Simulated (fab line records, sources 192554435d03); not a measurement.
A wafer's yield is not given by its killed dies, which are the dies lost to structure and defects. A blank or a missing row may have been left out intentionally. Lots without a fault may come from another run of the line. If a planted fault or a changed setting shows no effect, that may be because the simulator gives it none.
A struck lot beside a sound one ; flow n5 finfet ; 21 steps out of a route of 1938
Sound: the wafers L476.1, L476.2, L476.3. Wafers struck: L471.2, L471.3, L471.6. The cause is given at the end.
For every step that has rows: the tool of each side, followed by ch and its chambers, followed by its first start. Under that, the readings that differ: sound wafers ; struck wafers ; difference of the means ; sigmas: that difference in standard deviations of wafers without a fault.
alike: words and numbers the same on both sides, and readings whose means are apart by under 2 such deviations; not compared: readings that were withheld, readings missing a value for some wafer, numbers with overlapping values and no deviation given by the record, and bounds like >300 which may hide the same value.
The two part at a step that has a row with sigmas, a row that says differs or no value, or rows on one side only. When numbers do not overlap yet have no deviation, they are printed without sigmas and do not part them. A reading missing from all wafers of one side parts the sides only when that side holds two or more wafers.

first, 1 step without rows for these wafers: N5_ZERO_LAYER_HARDBAKE_23 (time 120 s).
N5_ZERO_LAYER_CD_MEAS_11: target cd 2000 nm.
  sound on cd sem-03 ch 0, day 6 00:40; struck on cd sem-03 ch 0, day 4 18:38
  alike: cd nm
N5_ZERO_LAYER_DESCUM_16: chemistry O2, time 7.9 s.
  sound on rie diel-01 ch 0,1,3, day 6 00:42; struck on rie diel-03 ch 0,3, day 4 18:41
  alike: bias power w, drypump motor current A, oes product au, rf fwd power W, rf vpp V, showerhead plenum p Torr, throttle valve pct
  not compared: rf hours counter h
N5_ZERO_LAYER_ETCH_17: etches SiO2 in CF4, target depth 12 nm, time 13.3 s.
  sound on rie diel-01 ch 0,1,3, day 6 00:44; struck on rie diel-03 ch 0,3, day 4 18:43
  alike: drypump motor current A, oes product au, rf fwd power W, rf vpp V, showerhead plenum p Torr, throttle valve pct
  not compared: rf hours counter h
N5_ZERO_LAYER_ETCH_18: etches Si in HBr/Cl2, target depth 120 nm, time 40 s.
  sound on rie si-04 ch 0,2,3, day 6 00:49; struck on rie si-03 ch 0,1,3, day 4 18:47
  alike: drypump motor current A, oes product au, rf fwd power W, throttle valve pct
  not compared: rf hours counter h
N5_ZERO_LAYER_STRIP_24: strips in O2.
  sound on plasma asher-02 ch 0,1, day 6 00:55; struck on plasma asher-01 ch 0,1, day 4 18:53
  alike: drypump motor current A, heater power w, oes product au, strip time to endpoint s
  not compared: rf hours counter h
then, 1 step without rows for these wafers: N5_ZERO_LAYER_STRIP_19 (strips in SPM, time 900 s).
N5_ZERO_LAYER_INSPECT_20: inspects for defects (darkfield).
  sound: defect inspect-01 at day 6 01:16; struck: defect inspect-02 at day 4 19:15
  alike: raw defect count
then, 4 steps without rows for these wafers: N5_WELL_APT_HMDS_01 (time 60 s); N5_WELL_APT_COAT_02 (resist thk 950 nm); N5_WELL_APT_EBR_04; N5_WELL_APT_SOFTBAKE_03 (time 60 s).
N5_WELL_APT_EXPOSE_05: exposes mask NWELL, defocus 0 nm, target cd 200 nm.
  sound on krf scanner-01 ch 0, day 6 01:24; struck on krf scanner-02 ch 0, day 4 19:24
reading;sound;struck;difference;sigmas
exposure dose mJ cm2;20.267 20.276 20.289;20.893 20.897 20.918;+0.625;+30
  alike: mask
then, 3 steps without rows for these wafers: N5_WELL_APT_PEB_06 (peb time 90 s); N5_WELL_APT_DEVELOP_07 (develop time 45 s); N5_WELL_APT_HARDBAKE_12 (time 120 s).
N5_WELL_APT_CD_MEAS_08: target cd 200 nm.
  sound on cd sem-01 ch 0, day 6 01:34; struck on cd sem-01 ch 0, day 4 19:34
reading;sound;struck;difference;sigmas
cd nm (nm);198.6 201.0 201.3;203.1 204.8 205.0;+4.0;+2
N5_WELL_APT_OVL_MEAS_09:
  sound on overlay-01 ch 0, day 6 01:37; struck on overlay-02 ch 0, day 4 19:35
  alike: NWELL_OVL
N5_WELL_APT_INSPECT_10: inspects for defects (macro).
  sound: defect inspect-01 at day 6 01:38; struck: defect inspect-02 at day 4 19:37
  alike: raw defect count
N5_WELL_APT_DESCUM_13: chemistry O2, time 7.9 s.
  sound on rie diel-06 ch 1,2,3, day 6 01:40; struck on rie diel-02 ch 1,2,3, day 4 19:39
reading;sound;struck;difference;sigmas
model.WELL_APT.cd nm (nm);198.8 201.3 201.2;203.2 205 204.5;+3.8;
  alike: bias power w, drypump motor current A, oes product au, rf fwd power W, rf vpp V, showerhead plenum p Torr, throttle valve pct
  not compared: rf hours counter h
after that, 1 step had no rows for these wafers: N5_WELL_APT_IMPLANT_14.

== WHERE THEY PART ==
Last at N5_WELL_APT_CD_MEAS_08 as far as this record goes, first at N5_WELL_APT_EXPOSE_05. Later steps at which nothing parts them and some readings are alike: N5_WELL_APT_OVL_MEAS_09, N5_WELL_APT_INSPECT_10, N5_WELL_APT_DESCUM_13.

WHY: whatever the simulator had introduced
Process parameters drifting: krf scanner-02 at N5_WELL_APT_EXPOSE_05, beginning at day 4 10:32. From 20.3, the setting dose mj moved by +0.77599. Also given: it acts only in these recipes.
